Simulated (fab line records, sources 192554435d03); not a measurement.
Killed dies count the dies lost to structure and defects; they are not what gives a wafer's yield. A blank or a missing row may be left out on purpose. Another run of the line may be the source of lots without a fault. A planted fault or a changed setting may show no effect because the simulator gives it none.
Which tool was responsible? :: flow n5_finfet :: 11 lots with 33 wafers sampled at 5 steps, on a route of 1938 steps

WHAT THE GAUGES SHOWED, per wafer
N5_BEOL_M0_INSPECT_127: inspects for defects (darkfield). Usual: raw_defect_count reads 71 (standard deviation 25).
lot: L886
measured: day 6 11:55
on: defect_inspect-02
raw_defect_count: 115 153 140
flag: 

lot: L889
measured: day 7 03:55
on: defect_inspect-02
raw_defect_count: 52 61 50
flag: 

lot: L890
measured: day 7 21:31
on: defect_inspect-01
raw_defect_count: 110 44 60
flag: 

lot: L897
measured: day 9 15:57
on: defect_inspect-01
raw_defect_count: 52 113 131
flag: 

lot: L900
measured: day 10 12:43
on: defect_inspect-01
raw_defect_count: 62 75 75
flag: 

lot: L901
measured: day 10 13:11
on: defect_inspect-02
raw_defect_count: 36 58 53
flag: 

lot: L902
measured: day 10 17:28
on: defect_inspect-02
raw_defect_count: 69 98 41
flag: 

lot: L903
measured: day 11 01:37
on: defect_inspect-01
raw_defect_count: 49 77 46
flag: 

lot: L904
measured: day 11 02:05
on: defect_inspect-01
raw_defect_count: 76 83 86
flag: 

lot: L906
measured: day 11 18:07
on: defect_inspect-02
raw_defect_count: 87 107 74
flag: 

lot: L907
measured: day 12 04:59
on: defect_inspect-02
raw_defect_count: 62 63 41
flag: 

N5_BEOL_M4_RC_MEAS_101. Usual: DIBL_N 36.2 mV/V, standard deviation 1.6; DIBL_P 36.1 mV/V, standard deviation 2; IOFF_N 0.16 nA/um, standard deviation 0.032; IOFF_P 0.22 nA/um, standard deviation 0.036; ION_N 672 uA/um, standard deviation 11; ION_P 463 uA/um, standard deviation 7.5; SS_N 71.4 mV/dec, standard deviation 0.58; SS_P 73.2 mV/dec, standard deviation 0.67; VT_N 250 mV, standard deviation 3.3; VT_P -250 mV, standard deviation 3.3.
lot: L886
measured: day 8 11:39
on: prober-02
DIBL_N (mV/V): 35.8 35.9 38.0
DIBL_P (mV/V): 36.9 35.7 39.7
IOFF_N (nA/um): 0.15 0.15 0.19
IOFF_P (nA/um): 0.22 0.19 0.27
ION_N (uA/um): 678 664 675
ION_P (uA/um): 470 457 469
SS_N (mV/dec): 71.6 71.4 72.2
SS_P (mV/dec): 73.6 72.8 74.3
VT_N (mV): 248 249 249
VT_P (mV): -250 -252 -249
flag: 

lot: L889
measured: day 9 08:32
on: prober-01
DIBL_N (mV/V): 37.3 36.5 34.3
DIBL_P (mV/V): 36.4 34.5 33.2
IOFF_N (nA/um): 0.17 0.17 0.13
IOFF_P (nA/um): 0.23 0.20 0.18
ION_N (uA/um): 673 678 668
ION_P (uA/um): 467 459 457
SS_N (mV/dec): 71.5 71.8 70.1
SS_P (mV/dec): 73.2 72.7 72.1
VT_N (mV): 250 247 249
VT_P (mV): -247 -249 -250
flag: 

lot: L890
measured: day 10 01:50
on: prober-02
DIBL_N (mV/V): 36.2 35.3 37.4
DIBL_P (mV/V): 36.8 34.3 39.0
IOFF_N (nA/um): 0.15 0.12 0.18
IOFF_P (nA/um): 0.20 0.17 0.23
ION_N (uA/um): 654 665 671
ION_P (uA/um): 455 461 458
SS_N (mV/dec): 72.1 71.8 71.7
SS_P (mV/dec): 73.0 72.3 74.2
VT_N (mV): 252 255 248
VT_P (mV): -251 -253 -250
flag: 

lot: L897
measured: day 11 13:42
on: prober-02
DIBL_N (mV/V): 37.5 39.5 37.5
DIBL_P (mV/V): 39.2 41.9 39.3
IOFF_N (nA/um): 0.22 0.26 0.20
IOFF_P (nA/um): 0.26 0.31 0.25
ION_N (uA/um): 680 693 690
ION_P (uA/um): 463 475 472
SS_N (mV/dec): 71.8 73.1 71.6
SS_P (mV/dec): 74.1 74.5 74.0
VT_N (mV): 243 243 245
VT_P (mV): -250 -246 -250
flag: 

lot: L900
measured: day 12 12:28
on: prober-02
DIBL_N (mV/V): 34.2 33.3 36.3
DIBL_P (mV/V): 33.8 32.6 36.6
IOFF_N (nA/um): 0.13 0.13 0.17
IOFF_P (nA/um): 0.18 0.17 0.23
ION_N (uA/um): 647 657 665
ION_P (uA/um): 455 459 457
SS_N (mV/dec): 70.6 70.6 72.2
SS_P (mV/dec): 72.7 72.4 73.4
VT_N (mV): 253 251 248
VT_P (mV): -253 -251 -250
flag: 

lot: L901
measured: day 12 09:08
on: prober-02
DIBL_N (mV/V): 34.6 35.1 36.8
DIBL_P (mV/V): 34.6 35.6 38.2
IOFF_N (nA/um): 0.12 0.13 0.15
IOFF_P (nA/um): 0.18 0.19 0.23
ION_N (uA/um): 661 667 679
ION_P (uA/um): 458 461 470
SS_N (mV/dec): 71.6 71.1 72.1
SS_P (mV/dec): 72.5 72.6 73.9
VT_N (mV): 254 254 251
VT_P (mV): -253 -250 -250
flag: 

lot: L902
measured: day 12 22:08
on: prober-02
DIBL_N (mV/V): 34.9 32.7 37.0
DIBL_P (mV/V): 35.6 32.1 37.2
IOFF_N (nA/um): 0.14 0.12 0.19
IOFF_P (nA/um): 0.23 0.18 0.27
ION_N (uA/um): 668 677 681
ION_P (uA/um): 463 467 472
SS_N (mV/dec): 71.3 70.6 71.7
SS_P (mV/dec): 73.1 72.5 73.3
VT_N (mV): 253 251 245
VT_P (mV): -246 -248 -244
flag: 

lot: L903
measured: day 14 05:20
on: prober-02
DIBL_N (mV/V): 35.7 35.1 36.1
DIBL_P (mV/V): 34.4 34.1 35.5
IOFF_N (nA/um): 0.15 0.15 0.16
IOFF_P (nA/um): 0.18 0.17 0.19
ION_N (uA/um): 675 665 679
ION_P (uA/um): 458 449 455
SS_N (mV/dec): 71.3 71.9 71.9
SS_P (mV/dec): 73.4 73.3 73.0
VT_N (mV): 250 252 249
VT_P (mV): -255 -251 -251
flag: 

lot: L904
measured: day 13 17:14
on: prober-02
DIBL_N (mV/V): 40.5 37.6 38.3
DIBL_P (mV/V): 38.1 34.2 34.9
IOFF_N (nA/um): 0.21 0.15 0.16
IOFF_P (nA/um): 0.27 0.20 0.20
ION_N (uA/um): 666 660 653
ION_P (uA/um): 462 462 457
SS_N (mV/dec): 71.8 71.4 71.7
SS_P (mV/dec): 73.7 72.6 72.8
VT_N (mV): 246 250 251
VT_P (mV): -247 -250 -250
flag: 

lot: L906
measured: day 14 11:01
on: prober-02
DIBL_N (mV/V): 33.9 35.4 34.7
DIBL_P (mV/V): 34.4 37.0 36.1
IOFF_N (nA/um): 0.12 0.14 0.13
IOFF_P (nA/um): 0.17 0.20 0.19
ION_N (uA/um): 661 679 669
ION_P (uA/um): 464 466 466
SS_N (mV/dec): 70.6 70.3 70.5
SS_P (mV/dec): 71.7 72.9 72.2
VT_N (mV): 254 253 254
VT_P (mV): -253 -249 -252
flag: 

lot: L907
measured: day 15 03:51
on: prober-02
DIBL_N (mV/V): 38.7 36.5 34.7
DIBL_P (mV/V): 39.5 37.2 35.7
IOFF_N (nA/um): 0.20 0.16 0.13
IOFF_P (nA/um): 0.25 0.22 0.20
ION_N (uA/um): 694 679 661
ION_P (uA/um): 469 470 465
SS_N (mV/dec): 72.4 72.2 71.4
SS_P (mV/dec): 73.6 73.4 72.2
VT_N (mV): 244 250 252
VT_P (mV): -246 -247 -252
flag: 

EACH LOT AND THE TOOL THAT RAN IT (in order: tool; ch and the chambers of the sampled wafers; start)
lot: L886
N5_BEOL_M0_ANNEAL_135: pvd_sputter-01, day 6 10:47
N5_BEOL_M1_HM_DEP_02: pvd_sputter-03, day 6 12:55
N5_BEOL_M1_COAT_05: litho_track-01 ch 0, day 6 13:02

lot: L889
N5_BEOL_M0_ANNEAL_135: pvd_sputter-02, day 7 02:28
N5_BEOL_M1_HM_DEP_02: pvd_sputter-02, day 7 05:28
N5_BEOL_M1_COAT_05: litho_track-01 ch 0, day 7 05:35

lot: L890
N5_BEOL_M0_ANNEAL_135: pvd_sputter-03, day 7 20:24
N5_BEOL_M1_HM_DEP_02: pvd_sputter-01, day 8 00:28
N5_BEOL_M1_COAT_05: litho_track-01 ch 0, day 8 00:37

lot: L897
N5_BEOL_M0_ANNEAL_135: pvd_sputter-01, day 9 14:49
N5_BEOL_M1_HM_DEP_02: pvd_sputter-01, day 9 16:32
N5_BEOL_M1_COAT_05: litho_track-03 ch 0, day 9 16:41

lot: L900
N5_BEOL_M0_ANNEAL_135: pvd_sputter-02, day 10 11:37
N5_BEOL_M1_HM_DEP_02: pvd_sputter-01, day 10 13:41
N5_BEOL_M1_COAT_05: litho_track-01 ch 0, day 10 13:49

lot: L901
N5_BEOL_M0_ANNEAL_135: pvd_sputter-02, day 10 12:03
N5_BEOL_M1_HM_DEP_02: pvd_sputter-02, day 10 16:28
N5_BEOL_M1_COAT_05: litho_track-01 ch 0, day 10 16:36

lot: L902
N5_BEOL_M0_ANNEAL_135: pvd_sputter-02, day 10 16:21
N5_BEOL_M1_HM_DEP_02: pvd_sputter-02, day 10 18:15
N5_BEOL_M1_COAT_05: litho_track-03 ch 0, day 10 18:24

lot: L903
N5_BEOL_M0_ANNEAL_135: pvd_sputter-03, day 11 00:30
N5_BEOL_M1_HM_DEP_02: pvd_sputter-01, day 11 02:30
N5_BEOL_M1_COAT_05: litho_track-01 ch 0, day 11 02:38

lot: L904
N5_BEOL_M0_ANNEAL_135: pvd_sputter-03, day 11 00:59
N5_BEOL_M1_HM_DEP_02: pvd_sputter-01, day 11 02:47
N5_BEOL_M1_COAT_05: litho_track-01 ch 0, day 11 02:55

lot: L906
N5_BEOL_M0_ANNEAL_135: pvd_sputter-02, day 11 16:59
N5_BEOL_M1_HM_DEP_02: pvd_sputter-03, day 11 20:20
N5_BEOL_M1_COAT_05: litho_track-03 ch 0, day 11 20:28

lot: L907
N5_BEOL_M0_ANNEAL_135: pvd_sputter-03, day 12 03:52
N5_BEOL_M1_HM_DEP_02: pvd_sputter-03, day 12 05:26
N5_BEOL_M1_COAT_05: litho_track-03 ch 0, day 12 05:35
- N5_BEOL_M0_ANNEAL_135: time 60 s.
- N5_BEOL_M1_HM_DEP_02: deposits TiN, target thk 20 nm.
- N5_BEOL_M1_COAT_05: resist thk 30 nm.

AS READ BY THE TOOLS THEMSELVES (means over the sampled wafers that have a number; for cases with no such wafer, the mark the record gives instead)
N5_BEOL_M0_ANNEAL_135. Usual: heater_power_w reads 786 W (standard deviation 81).
lot: L886
tool: pvd_sputter-01
heater_power_w (W): 760
flag: 

lot: L889
tool: pvd_sputter-02
heater_power_w (W): 818
flag: 

lot: L890
tool: pvd_sputter-03
heater_power_w (W): 751
flag: 

lot: L897
tool: pvd_sputter-01
heater_power_w (W): 825
flag: 

lot: L900
tool: pvd_sputter-02
heater_power_w (W): 891
flag: 

lot: L901
tool: pvd_sputter-02
heater_power_w (W): 786
flag: 

lot: L902
tool: pvd_sputter-02
heater_power_w (W): 829
flag: 

lot: L903
tool: pvd_sputter-03
heater_power_w (W): 728
flag: 

lot: L904
tool: pvd_sputter-03
heater_power_w (W): 731
flag: 

lot: L906
tool: pvd_sputter-02
heater_power_w (W): 892
flag: 

lot: L907
tool: pvd_sputter-03
heater_power_w (W): 717
flag: 

N5_BEOL_M1_HM_DEP_02. Usual: chamber_pressure_pa 0.5002 Pa, standard deviation 0.001; throttle_valve_pct 30.2 %, standard deviation 1.
lot: L886
tool: pvd_sputter-03
chamber_pressure_pa (Pa): 0.5007
throttle_valve_pct (%): 30.1
flag: 

lot: L889
tool: pvd_sputter-02
chamber_pressure_pa (Pa): 0.4993
throttle_valve_pct (%): 29.2
flag: 

lot: L890
tool: pvd_sputter-01
chamber_pressure_pa (Pa): 0.4999
throttle_valve_pct (%): 31.0
flag: 

lot: L897
tool: pvd_sputter-01
chamber_pressure_pa (Pa): 0.5006
throttle_valve_pct (%): 30.8
flag: 

lot: L900
tool: pvd_sputter-01
chamber_pressure_pa (Pa): 0.5001
throttle_valve_pct (%): 30.8
flag: 

lot: L901
tool: pvd_sputter-02
chamber_pressure_pa (Pa): 0.5002
throttle_valve_pct (%): 28.8
flag: 

lot: L902
tool: pvd_sputter-02
chamber_pressure_pa (Pa): 0.5006
throttle_valve_pct (%): 29.5
flag: 

lot: L903
tool: pvd_sputter-01
chamber_pressure_pa (Pa): 0.4994
throttle_valve_pct (%): 31.4
flag: 

lot: L904
tool: pvd_sputter-01
chamber_pressure_pa (Pa): 0.4998
throttle_valve_pct (%): 30.7
flag: 

lot: L906
tool: pvd_sputter-03
chamber_pressure_pa (Pa): 0.5012
throttle_valve_pct (%): 29.7
flag: 

lot: L907
tool: pvd_sputter-03
chamber_pressure_pa (Pa): 0.4999
throttle_valve_pct (%): 31.1
flag: 

N5_BEOL_M1_COAT_05. Usual: spin_speed_rpm reads 1500.0 rpm (standard deviation 0.92).
lot: L886
tool: litho_track-01
spin_speed_rpm (rpm): 1501.2
flag: 

lot: L889
tool: litho_track-01
spin_speed_rpm (rpm): 1417.5
flag: OFF

lot: L890
tool: litho_track-01
spin_speed_rpm (rpm): 1418.2
flag: OFF

lot: L897
tool: litho_track-03
spin_speed_rpm (rpm): 1499.4
flag: 

lot: L900
tool: litho_track-01
spin_speed_rpm (rpm): 1500.7
flag: 

lot: L901
tool: litho_track-01
spin_speed_rpm (rpm): 1500.2
flag: 

lot: L902
tool: litho_track-03
spin_speed_rpm (rpm): 1499.7
flag: 

lot: L903
tool: litho_track-01
spin_speed_rpm (rpm): 1498.2
flag: 

lot: L904
tool: litho_track-01
spin_speed_rpm (rpm): 1500.3
flag: 

lot: L906
tool: litho_track-03
spin_speed_rpm (rpm): 1500.7
flag: 

lot: L907
tool: litho_track-03
spin_speed_rpm (rpm): 1499.0
flag: 

THE ANSWER, worked out from the rows above alone
Rule: a lot counts as off when the mean over its wafers that have a number is more than 3 standard deviations away from the usual mean. Also off: a lot with no number at a reading for which 4 or more lots have one. All remaining lots with rows at the step are treated as sound. Order of review: gauges by route order, followed by the tools' own readings, for which a lot's mean as printed above is used. The first step at which some lot is off is used, and at that step the reading that is off furthest; a lot without a number counts as furthest.
Off: L889, L890 (N5_BEOL_M1_COAT_05, spin_speed_rpm).
A tool fits if, at that step or a process step before it, it ran every lot that is off, and no sound lot after the first of them. No candidate that was tried fits.

WHAT THE SIMULATOR HAD PUT IN
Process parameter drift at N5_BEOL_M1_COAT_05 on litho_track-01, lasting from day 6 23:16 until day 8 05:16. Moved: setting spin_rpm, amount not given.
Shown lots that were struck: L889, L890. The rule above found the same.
